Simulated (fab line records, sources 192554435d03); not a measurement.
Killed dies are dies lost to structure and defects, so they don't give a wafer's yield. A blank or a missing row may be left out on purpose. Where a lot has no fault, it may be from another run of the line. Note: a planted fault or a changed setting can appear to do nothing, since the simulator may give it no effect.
Chamber matching ; flow n5Finfet ; N5_FIN_SAQP_STRIP_55 on rieDiel-06 has 4 sister chambers
The step strips in N2/H2. 14 wafers are shown with their chamber, then 7 later ones without.

== WAFERS PAIRED WITH THEIR CHAMBERS ==
wafer;chamber;drypumpMotorCurrentA (A);throttleValvePct (%);showerheadPlenumPTorr (Torr)
L074.2;3;6.7;19.1;3.32
L074.3;1;4.9;18.8;3.29
L074.4;0;5.2;19.1;3.31
L080.2;1;4.9;18.8;3.29
L080.4;3;6.7;19.1;3.31
L080.5;3;6.7;19.1;3.31
L087.2;1;4.8;18.8;3.28
L087.3;3;6.7;19.2;3.30
L087.4;0;5.2;19.2;3.29
L088.2;0;5.2;19.2;3.29
L088.5;2;5.4;19.4;3.22
L088.6;1;4.9;18.8;3.28
L091.2;0;5.2;19.2;3.29
L091.4;1;4.9;18.8;3.28

SIGNATURES, as means of the wafers listed above
reading;chamber 0;chamber 1;chamber 2;chamber 3;scatter within a chamber
drypumpMotorCurrentA;5.200;4.880;5.400;6.700;0.0283
throttleValvePct;19.175;18.800;19.400;19.125;0.0387
showerheadPlenumPTorr;3.2950;3.2840;3.2200;3.3100;0.00787
Rule: for each reading, subtract the chamber's mean from the wafer's reading, divide by that reading's scatter and square the result; add these up over the readings and take the root, which gives the wafer's distance from the chamber. If the next closest chamber is less than 2 further off than the closest, the wafer can't be placed; otherwise it belongs to the closest. How the scatter is found: for the shown wafers, subtract from each reading the mean of its chamber, square and add these, divide the total by (wafers less chambers), then take the root.

== WAFERS WITHOUT THEIR CHAMBER ==
wafer;drypumpMotorCurrentA (A);throttleValvePct (%);showerheadPlenumPTorr (Torr)
L091.5;4.9;18.8;3.28
L096.2;6.7;18.8;3.30
L096.4;4.8;18.8;3.27
L096.6;6.7;18.8;3.30
L097.2;4.9;18.9;3.27
L097.3;6.7;18.8;3.29
L097.6;4.9;18.9;3.27

== CHAMBER TAKEN BY EACH ==
wafer;from the rows above;in truth
L091.5;1;1
L096.2;3;3
L096.4;1;1
L096.6;3;3
L097.2;1;1
L097.3;3;3
L097.6;1;1
Correct placement for 7 of the 7. From these rows, 0 cannot be placed. Wrongly placed: 0.
